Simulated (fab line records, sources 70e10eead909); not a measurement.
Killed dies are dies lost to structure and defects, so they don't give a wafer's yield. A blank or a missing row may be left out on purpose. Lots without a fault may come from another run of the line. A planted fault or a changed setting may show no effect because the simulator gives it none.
Which tool did it? | flow nand_harc | 22 lots, 66 wafers sampled, at 6 steps of a route of 1302

WHAT THE GAUGES READ, wafer by wafer
NHARC_A_SGD_CUT_INSPECT_11. Usual: raw_defect_count 59, standard deviation 25.
lot  | measured     | on                | raw_defect_count | flag
L074 | day 19 18:31 | defect_inspect-01 | 100 97 93        |
L075 | day 19 15:56 | defect_inspect-02 | 76 65 67         |
L076 | day 19 21:10 | defect_inspect-01 | 112 99 99        |
L077 | day 20 04:47 | defect_inspect-01 | 76 61 64         |
L078 | day 20 14:01 | defect_inspect-02 | 122 106 118      |
L079 | day 20 14:12 | defect_inspect-02 | 22 15 17         |
L080 | day 21 04:07 | defect_inspect-01 | 51 63 63         |
L081 | day 21 21:43 | defect_inspect-01 | 71 68 67         |
L082 | day 22 22:49 | defect_inspect-02 | 75 84 88         |
L083 | day 23 10:25 | defect_inspect-02 | 25 18 30         |
L085 | day 23 16:00 | defect_inspect-02 | 55 56 57         |
L084 | day 23 14:47 | defect_inspect-01 | 40 34 48         |
L086 | day 24 02:18 | defect_inspect-01 | 50 28 46         |
L088 | day 25 00:53 | defect_inspect-01 | 34 40 47         |
L089 | day 25 18:56 | defect_inspect-01 | 47 38 44         |
L091 | day 26 08:57 | defect_inspect-02 | 56 62 75         |
L090 | day 26 09:15 | defect_inspect-02 | 51 39 49         |
L093 | day 26 20:22 | defect_inspect-01 | 60 70 71         |
L094 | day 27 13:13 | defect_inspect-01 | 61 69 63         |
L096 | day 27 23:35 | defect_inspect-02 | 67 62 69         |
L095 | day 27 22:37 | defect_inspect-01 | 29 25 27         |
L097 | day 28 22:46 | defect_inspect-01 | 50 60 61         |

WHICH TOOL RAN EACH LOT (tool, then ch and the chambers of the sampled wafers, then the start)
lot  | NHARC_A_STAIRCASE_ETCH_451                    | NHARC_A_STAIRCASE_ETCH_452                    | NHARC_A_STAIRCASE_ETCH_294                    | NHARC_A_STAIRCASE_DEP_417       | NHARC_A_STAIRCASE_STRIP_475
L074 | rie_diel-06 ch 2,3, day 17 21:00 or earlier   | rie_diel-01 ch 1,3, day 17 21:00 or earlier   | rie_diel-01 ch 0,1, day 17 21:00 or earlier   | pecvd-03 ch 0,2, day 17 21:00   | rie_diel-06 ch 0,1,3, day 19 18:31 or earlier
L075 | rie_diel-08 ch 0,2,3, day 17 23:32 or earlier | rie_diel-01 ch 0,1, day 17 23:32 or earlier   | rie_diel-01 ch 0,3, day 17 23:32 or earlier   | pecvd-02 ch 1,2, day 17 23:32   | rie_diel-01 ch 0,2, day 19 15:56 or earlier
L076 | rie_diel-08 ch 0,1,2, day 18 00:58 or earlier | rie_diel-08 ch 0,2, day 18 00:58 or earlier   | rie_diel-08 ch 1,2,3, day 18 00:58 or earlier | pecvd-03 ch 1,2, day 18 00:58   | rie_diel-01 ch 0,2,3, day 19 21:10 or earlier
L077 | rie_diel-06 ch 0,1,3, day 18 07:44 or earlier | rie_diel-06 ch 0,2,3, day 18 07:44 or earlier | rie_diel-06 ch 0,1, day 18 07:44 or earlier   | pecvd-01 ch 0,1,2, day 18 07:44 | rie_diel-01 ch 0,1,3, day 20 04:47 or earlier
L078 | rie_diel-08 ch 0,2,3, day 18 17:25 or earlier | rie_diel-08 ch 0,1,2, day 18 17:25 or earlier | rie_diel-08 ch 1,2,3, day 18 17:25 or earlier | pecvd-02 ch 0,2, day 18 17:25   | rie_diel-08 ch 0,2,3, day 20 12:22
L079 | rie_diel-06 ch 0,1,2, day 18 20:08 or earlier | rie_diel-01 ch 0,1,2, day 18 20:08 or earlier | rie_diel-01 ch 1,2,3, day 18 20:08 or earlier | pecvd-01 ch 0,1, day 18 20:08   | rie_diel-06 ch 0,1,3, day 20 14:12 or earlier
L080 | rie_diel-06 ch 0,2,3, day 19 06:20 or earlier | rie_diel-06 ch 1,2,3, day 19 06:20 or earlier | rie_diel-06 ch 1,2,3, day 19 06:20 or earlier | pecvd-01 ch 0,1,2, day 19 06:20 | rie_diel-08 ch 0,2,3, day 21 02:27
L081 | rie_diel-01 ch 1,3, day 19 21:30 or earlier   | rie_diel-06 ch 0,2, day 19 21:30 or earlier   | rie_diel-06 ch 0,1, day 19 21:30 or earlier   | pecvd-01 ch 0,2, day 19 21:30   | rie_diel-06 ch 0,1, day 21 21:43 or earlier
L082 | rie_diel-01 ch 0,2,3, day 20 19:01 or earlier | rie_diel-06 ch 1,2,3, day 20 19:01 or earlier | rie_diel-06 ch 0,1, day 20 19:01 or earlier   | pecvd-01 ch 0,2, day 20 19:01   | rie_diel-01 ch 0,1, day 22 22:49 or earlier
L083 | rie_diel-08 ch 0,2,3, day 21 14:20 or earlier | rie_diel-06 ch 2,3, day 21 14:20 or earlier   | rie_diel-06 ch 0,2,3, day 21 14:20 or earlier | pecvd-03 ch 1,2, day 21 14:20   | rie_diel-08 ch 0,2, day 23 10:25 or earlier
L085 | rie_diel-01 ch 1,2,3, day 21 20:39 or earlier | rie_diel-08 ch 0,1,2, day 21 20:39 or earlier | rie_diel-08 ch 0,1,2, day 21 20:39 or earlier | pecvd-02 ch 0,1,2, day 21 20:39 | rie_diel-01 ch 0,1,3, day 23 16:00 or earlier
L084 | rie_diel-08 ch 0,2, day 21 22:26 or earlier   | rie_diel-01 ch 0,1,2, day 21 22:26 or earlier | rie_diel-01 ch 0,2,3, day 21 22:26 or earlier | pecvd-03 ch 0,1, day 21 22:26   | rie_diel-01 ch 0,1,2, day 23 14:47 or earlier
L086 | rie_diel-01 ch 0,1,2, day 22 05:24 or earlier | rie_diel-06 ch 0,1,2, day 22 05:24 or earlier | rie_diel-06 ch 0,2,3, day 22 05:24 or earlier | pecvd-03 ch 0,1,2, day 22 05:24 | rie_diel-01 ch 0,2,3, day 24 02:18 or earlier
L088 | rie_diel-08 ch 1,2,3, day 23 05:00 or earlier | rie_diel-06 ch 0,2,3, day 23 05:00 or earlier | rie_diel-06 ch 0,2, day 23 05:00 or earlier   | pecvd-02 ch 0,2, day 23 05:00   | rie_diel-01 ch 0,1,2, day 25 00:53 or earlier
L089 | rie_diel-01 ch 0,2,3, day 23 19:09 or earlier | rie_diel-08 ch 1,3, day 23 19:09 or earlier   | rie_diel-08 ch 1,2,3, day 23 19:09 or earlier | pecvd-01 ch 1,2, day 23 19:09   | rie_diel-06 ch 0,3, day 25 18:56 or earlier
L091 | rie_diel-01 ch 0,2, day 24 05:55 or earlier   | rie_diel-06 ch 0,2, day 24 05:55 or earlier   | rie_diel-06 ch 1,3, day 24 05:55 or earlier   | pecvd-02 ch 0,2, day 24 05:55   | rie_diel-08 ch 1,2,3, day 26 08:57 or earlier
L090 | rie_diel-08 ch 1,2,3, day 24 09:21 or earlier | rie_diel-01 ch 0,2,3, day 24 09:21 or earlier | rie_diel-01 ch 1,2,3, day 24 09:21 or earlier | pecvd-03 ch 0,1,2, day 24 09:21 | rie_diel-01 ch 0,1, day 26 09:15 or earlier
L093 | rie_diel-06 ch 0,1, day 25 01:20 or earlier   | rie_diel-06 ch 0,2, day 25 01:20 or earlier   | rie_diel-06 ch 0,1, day 25 01:20 or earlier   | pecvd-03 ch 1,2, day 25 01:20   | rie_diel-06 ch 1,3, day 26 20:22 or earlier
L094 | rie_diel-08 ch 0,1,3, day 25 10:58 or earlier | rie_diel-01 ch 0,1, day 25 10:58 or earlier   | rie_diel-01 ch 0,1, day 25 10:58 or earlier   | pecvd-03 ch 0,1,2, day 25 10:58 | rie_diel-08 ch 2,3, day 27 13:13 or earlier
L096 | rie_diel-06 ch 0,2,3, day 25 22:53 or earlier | rie_diel-06 ch 0,1,3, day 25 22:53 or earlier | rie_diel-06 ch 0,1,3, day 25 22:53 or earlier | pecvd-01 ch 1,2, day 25 22:53   | rie_diel-08 ch 0,1,2, day 27 23:35 or earlier
L095 | rie_diel-01 ch 0,1, day 26 03:50 or earlier   | rie_diel-08 ch 0,2,3, day 26 03:50 or earlier | rie_diel-08 ch 0,1,3, day 26 03:50 or earlier | pecvd-01 ch 0,1,2, day 26 03:50 | rie_diel-08 ch 1,3, day 27 22:37 or earlier
L097 | rie_diel-01 ch 0,1,2, day 27 00:25 or earlier | rie_diel-01 ch 2,3, day 27 00:25 or earlier   | rie_diel-01 ch 0,1,3, day 27 00:25 or earlier | pecvd-01 ch 0,2, day 27 00:25   | rie_diel-08 ch 2,3, day 28 22:46 or earlier
- NHARC_A_STAIRCASE_ETCH_451: etches the open film in CF4/O2, target depth 30 nm, overetch 3 nm, time 16.5 s.
- NHARC_A_STAIRCASE_ETCH_452: etches the open film in CF4/O2, target depth 30 nm, overetch 3 nm, time 16.5 s.
- NHARC_A_STAIRCASE_ETCH_294: etches the open film in C4F8/O2/Ar, target depth 4989 nm, time 1211.6 s.
- NHARC_A_STAIRCASE_DEP_417: deposits Si3N4, target thk 60 nm.
- NHARC_A_STAIRCASE_STRIP_475: strips in O2, time 20 s.

WHAT THE TOOLS THEMSELVES READ (means of the sampled wafers that have a number; where no wafer has one, the mark that the record gives instead)
NHARC_A_STAIRCASE_ETCH_451. Usual: chamber_pressure_mTorr 29.996 mTorr, standard deviation 0.028; drypump_motor_current_A 5.4 A, standard deviation 0.5; oes_product_au 1.000 a.u., standard deviation 0.01; rf_vpp_V 197.4 V, standard deviation 1.6; showerhead_plenum_p_Torr 1.32 Torr, standard deviation 0.069; throttle_valve_pct 13.398 %, standard deviation 0.0087.
lot  | tool        | chamber_pressure_mTorr (mTorr) | drypump_motor_current_A (A) | oes_product_au (a.u.) | rf_vpp_V (V) | showerhead_plenum_p_Torr (Torr) | throttle_valve_pct (%) | flag
L074 | rie_diel-06 | 29.997                         | 4.9                         | 1.013                 | 195.5        | 1.25                            | 13.394                 |
L075 | rie_diel-08 | 30.004                         | 5.1                         | 0.998                 | 197.9        | 1.33                            | 13.403                 |
L076 | rie_diel-08 | 29.980                         | 4.9                         | 1.001                 | 197.3        | 1.30                            | 13.401                 |
L077 | rie_diel-06 | 30.021                         | 5.2                         | 1.000                 | 197.3        | 1.31                            | 13.397                 |
L078 | rie_diel-08 | 29.994                         | 5.0                         | 0.999                 | 197.6        | 1.33                            | 13.407                 |
L079 | rie_diel-06 | 29.974                         | 5.2                         | 0.996                 | 196.8        | 1.30                            | 13.400                 |
L080 | rie_diel-06 | 29.978                         | 5.1                         | 0.999                 | 196.5        | 1.24                            | 13.396                 |
L081 | rie_diel-01 | 29.997                         | 6.0                         | 1.011                 | 196.3        | 1.27                            | 13.395                 |
L082 | rie_diel-01 | 29.989                         | 5.8                         | 1.000                 | 197.9        | 1.32                            | 13.406                 |
L083 | rie_diel-08 | 29.977                         | 5.0                         | 0.991                 | 197.0        | 1.33                            | 13.397                 |
L085 | rie_diel-01 | 30.008                         | 5.9                         | 0.995                 | 197.3        | 1.30                            | 13.401                 |
L084 | rie_diel-08 | 30.012                         | 5.0                         | 0.999                 | 196.6        | 1.28                            | 13.406                 |
L086 | rie_diel-01 | 29.993                         | 6.1                         | 0.991                 | 197.7        | 1.32                            | 13.395                 |
L088 | rie_diel-08 | 30.012                         | 5.0                         | 0.988                 | 198.3        | 1.34                            | 13.394                 |
L089 | rie_diel-01 | 29.985                         | 5.8                         | 0.994                 | 197.2        | 1.32                            | 13.391                 |
L091 | rie_diel-01 | 30.004                         | 6.0                         | 0.986                 | 198.7        | 1.34                            | 13.384                 |
L090 | rie_diel-08 | 29.990                         | 5.0                         | 0.990                 | 197.8        | 1.34                            | 13.396                 |
L093 | rie_diel-06 | 30.015                         | 5.4                         | 0.997                 | 199.6        | 1.43                            | 13.400                 |
L094 | rie_diel-08 | 30.037                         | 5.1                         | 0.998                 | 197.4        | 1.34                            | 13.396                 |
L096 | rie_diel-06 | 30.002                         | 5.2                         | 1.004                 | 198.5        | 1.37                            | 13.397                 |
L095 | rie_diel-01 | 30.016                         | 6.1                         | 1.005                 | 197.2        | 1.28                            | 13.397                 |
L097 | rie_diel-01 | 29.999                         | 6.1                         | 1.000                 | 197.9        | 1.31                            | 13.389                 |

NHARC_A_STAIRCASE_ETCH_452. Usual: chamber_pressure_mTorr 30.001 mTorr, standard deviation 0.029; drypump_motor_current_A 5.3 A, standard deviation 0.48; oes_product_au 1.002 a.u., standard deviation 0.0098; rf_vpp_V 197.6 V, standard deviation 1.8; showerhead_plenum_p_Torr 1.32 Torr, standard deviation 0.077; throttle_valve_pct 13.397 %, standard deviation 0.0095.
lot  | tool        | chamber_pressure_mTorr (mTorr) | drypump_motor_current_A (A) | oes_product_au (a.u.) | rf_vpp_V (V) | showerhead_plenum_p_Torr (Torr) | throttle_valve_pct (%) | flag
L074 | rie_diel-01 | 30.000                         | 6.0                         | 1.008                 | 196.1        | 1.28                            | 13.401                 |
L075 | rie_diel-01 | 29.990                         | 6.1                         | 0.999                 | 196.9        | 1.31                            | 13.397                 |
L076 | rie_diel-08 | 30.004                         | 5.0                         | 1.006                 | 197.3        | 1.28                            | 13.391                 |
L077 | rie_diel-06 | 29.993                         | 5.1                         | 1.011                 | 196.4        | 1.24                            | 13.406                 |
L078 | rie_diel-08 | 30.004                         | 4.9                         | 0.996                 | 196.4        | 1.30                            | 13.402                 |
L079 | rie_diel-01 | 29.979                         | 6.1                         | 0.996                 | 198.5        | 1.32                            | 13.395                 |
L080 | rie_diel-06 | 30.000                         | 5.0                         | 1.008                 | 197.6        | 1.31                            | 13.395                 |
L081 | rie_diel-06 | 30.009                         | 5.1                         | 0.996                 | 195.7        | 1.24                            | 13.396                 |
L082 | rie_diel-06 | 29.991                         | 5.0                         | 1.014                 | 197.7        | 1.30                            | 13.394                 |
L083 | rie_diel-06 | 29.973                         | 4.9                         | 1.002                 | 194.7        | 1.24                            | 13.405                 |
L085 | rie_diel-08 | 30.001                         | 4.9                         | 1.001                 | 197.6        | 1.29                            | 13.399                 |
L084 | rie_diel-01 | 29.990                         | 6.1                         | 1.001                 | 197.8        | 1.32                            | 13.395                 |
L086 | rie_diel-06 | 29.976                         | 5.2                         | 1.004                 | 200.0        | 1.44                            | 13.396                 |
L088 | rie_diel-06 | 30.012                         | 5.1                         | 0.999                 | 198.1        | 1.37                            | 13.397                 |
L089 | rie_diel-08 | 30.000                         | 5.1                         | 1.000                 | 198.8        | 1.39                            | 13.389                 |
L091 | rie_diel-06 | 29.974                         | 5.1                         | 1.001                 | 200.2        | 1.44                            | 13.385                 |
L090 | rie_diel-01 | 29.999                         | 5.8                         | 1.003                 | 197.5        | 1.31                            | 13.399                 |
L093 | rie_diel-06 | 30.008                         | 5.3                         | 1.000                 | 200.7        | 1.44                            | 13.403                 |
L094 | rie_diel-01 | 29.994                         | 6.2                         | 0.996                 | 197.2        | 1.28                            | 13.397                 |
L096 | rie_diel-06 | 29.976                         | 5.3                         | 0.995                 | 197.6        | 1.36                            | 13.400                 |
L095 | rie_diel-08 | 29.984                         | 5.0                         | 0.997                 | 197.3        | 1.32                            | 13.393                 |
L097 | rie_diel-01 | 30.018                         | 5.8                         | 1.005                 | 197.9        | 1.32                            | 13.392                 |

NHARC_A_STAIRCASE_ETCH_294. Usual: chamber_pressure_mTorr 25.002 mTorr, standard deviation 0.021; oes_product_au 0.933 a.u., standard deviation 0.011; rf_vpp_V 1825 V, standard deviation 14.
lot  | tool        | chamber_pressure_mTorr (mTorr) | oes_product_au (a.u.) | rf_vpp_V (V) | flag
L074 | rie_diel-01 | 25.021                         | 0.954                 | 1819         |
L075 | rie_diel-01 | 24.997                         | 0.941                 | 1822         |
L076 | rie_diel-08 | 24.992                         | 0.939                 | 1830         |
L077 | rie_diel-06 | 25.005                         | 0.926                 | 1832         |
L078 | rie_diel-08 | 25.007                         | 0.927                 | 1829         |
L079 | rie_diel-01 | 24.990                         | 0.925                 | 1822         |
L080 | rie_diel-06 | 25.003                         | 0.934                 | 1820         |
L081 | rie_diel-06 | 24.980                         | 0.932                 | 1832         |
L082 | rie_diel-06 | 25.016                         | 0.929                 | 1819         |
L083 | rie_diel-06 | 25.005                         | 0.945                 | 1809         |
L085 | rie_diel-08 | 25.011                         | 0.927                 | 1819         |
L084 | rie_diel-01 | 25.007                         | 0.935                 | 1824         |
L086 | rie_diel-06 | 25.022                         | 0.950                 | 1835         |
L088 | rie_diel-06 | 25.002                         | 0.923                 | 1847         |
L089 | rie_diel-08 | 24.997                         | 0.927                 | 1827         |
L091 | rie_diel-06 | 24.993                         | 0.939                 | 1820         |
L090 | rie_diel-01 | 25.013                         | 0.927                 | 1820         |
L093 | rie_diel-06 | 24.999                         | 0.915                 | 1842         |
L094 | rie_diel-01 | 25.009                         | 0.949                 | 1819         |
L096 | rie_diel-06 | 25.001                         | 0.933                 | 1832         |
L095 | rie_diel-08 | 25.012                         | 0.924                 | 1828         |
L097 | rie_diel-01 | 24.987                         | 0.936                 | 1817         |

NHARC_A_STAIRCASE_DEP_417. Usual: heater_power_outer_w 408 W, standard deviation 59; heater_power_w 676 W, standard deviation 69.
lot  | tool     | heater_power_outer_w (W) | heater_power_w (W) | flag
L074 | pecvd-03 | 449                      | 711                |
L075 | pecvd-02 | 429                      | 675                |
L076 | pecvd-03 | 412                      | 668                |
L077 | pecvd-01 | 398                      | 684                |
L078 | pecvd-02 | 404                      | 680                |
L079 | pecvd-01 | 375                      | 668                |
L080 | pecvd-01 | 403                      | 679                |
L081 | pecvd-01 | 400                      | 659                |
L082 | pecvd-01 | 387                      | 659                |
L083 | pecvd-03 | 388                      | 651                |
L085 | pecvd-02 | 413                      | 669                |
L084 | pecvd-03 | 376                      | 648                |
L086 | pecvd-03 | 387                      | 647                |
L088 | pecvd-02 | 418                      | 692                |
L089 | pecvd-01 | 369                      | 665                |
L091 | pecvd-02 | 439                      | 730                |
L090 | pecvd-03 | 397                      | 640                |
L093 | pecvd-03 | 454                      | 712                |
L094 | pecvd-03 | 427                      | 681                |
L096 | pecvd-01 | 390                      | 675                |
L095 | pecvd-01 | 375                      | 652                |
L097 | pecvd-01 | 397                      | 661                |

NHARC_A_STAIRCASE_STRIP_475. Usual: chamber_pressure_mTorr 60.00 mTorr, standard deviation 0.048; drypump_motor_current_A 5.4 A, standard deviation 0.5; oes_product_au 0.999 a.u., standard deviation 0.01; rf_vpp_V 57.6 V, standard deviation 1; showerhead_plenum_p_Torr 3.49 Torr, standard deviation 0.17; throttle_valve_pct 17.036 %, standard deviation 0.0089.
lot  | tool        | chamber_pressure_mTorr (mTorr) | drypump_motor_current_A (A) | oes_product_au (a.u.) | rf_vpp_V (V) | showerhead_plenum_p_Torr (Torr) | throttle_valve_pct (%) | flag
L074 | rie_diel-06 | 60.04                          | 5.3                         | 1.009                 | 57.2         | 3.45                            | 17.038                 |
L075 | rie_diel-01 | 60.00                          | 6.0                         | 0.985                 | 58.8         | 3.56                            | 17.035                 |
L076 | rie_diel-01 | 60.05                          | 5.8                         | 1.008                 | 57.2         | 3.49                            | 17.034                 |
L077 | rie_diel-01 | 59.98                          | 5.8                         | 1.012                 | 57.9         | 3.42                            | 17.034                 |
L078 | rie_diel-08 | 59.98                          | 5.0                         | 0.996                 | 57.7         | 3.50                            | 17.029                 |
L079 | rie_diel-06 | 60.00                          | 5.3                         | 0.991                 | 57.5         | 3.45                            | 17.037                 |
L080 | rie_diel-08 | 60.00                          | 5.0                         | 0.990                 | 57.3         | 3.50                            | 17.045                 |
L081 | rie_diel-06 | 60.04                          | 5.3                         | 0.989                 | 58.3         | 3.76                            | 17.025                 |
L082 | rie_diel-01 | 59.96                          | 6.2                         | 0.998                 | 58.3         | 3.40                            | 17.034                 |
L083 | rie_diel-08 | 59.98                          | 4.9                         | 0.992                 | 56.5         | 3.35                            | 17.030                 |
L085 | rie_diel-01 | 60.00                          | 5.9                         | 1.000                 | 58.0         | 3.40                            | 17.043                 |
L084 | rie_diel-01 | 60.01                          | 6.1                         | 0.987                 | 57.5         | 3.47                            | 17.035                 |
L086 | rie_diel-01 | 59.98                          | 5.8                         | 0.996                 | 57.8         | 3.48                            | 17.037                 |
L088 | rie_diel-01 | 60.03                          | 6.1                         | 1.005                 | 56.3         | 3.47                            | 17.033                 |
L089 | rie_diel-06 | 60.00                          | 5.2                         | 1.004                 | 57.3         | 3.46                            | 17.031                 |
L091 | rie_diel-08 | 60.01                          | 5.0                         | 0.997                 | 58.8         | 3.52                            | 17.034                 |
L090 | rie_diel-01 | 59.94                          | 6.2                         | 1.006                 | 58.2         | 3.39                            | 17.035                 |
L093 | rie_diel-06 | 59.97                          | 5.1                         | 1.009                 | 57.4         | 3.43                            | 17.039                 |
L094 | rie_diel-08 | 60.00                          | 4.9                         | 0.998                 | 58.2         | 3.46                            | 17.040                 |
L096 | rie_diel-08 | 60.01                          | 4.9                         | 1.002                 | 57.7         | 3.39                            | 17.034                 |
L095 | rie_diel-08 | 60.00                          | 5.1                         | 0.998                 | 57.6         | 3.65                            | 17.039                 |
L097 | rie_diel-08 | 60.00                          | 4.9                         | 1.001                 | 57.8         | 3.46                            | 17.044                 |

THE ANSWER, worked out from the rows above alone
Rule: a lot is off if the mean of its wafers that have a number lies more than 3 standard deviations from the usual mean. A lot without any number at a reading at which 4 lots or more have one is off too. The other lots that the step has rows for count as sound. The gauges are gone through in route order, then the tools' own readings, and for those a lot's mean is taken as printed above. The first step at which some lot is off is used, and at that step the reading that is off furthest; a lot without a number counts as furthest.
No lot is off at any reading shown: from this, nothing can be told.

WHAT THE SIMULATOR HAD PUT IN
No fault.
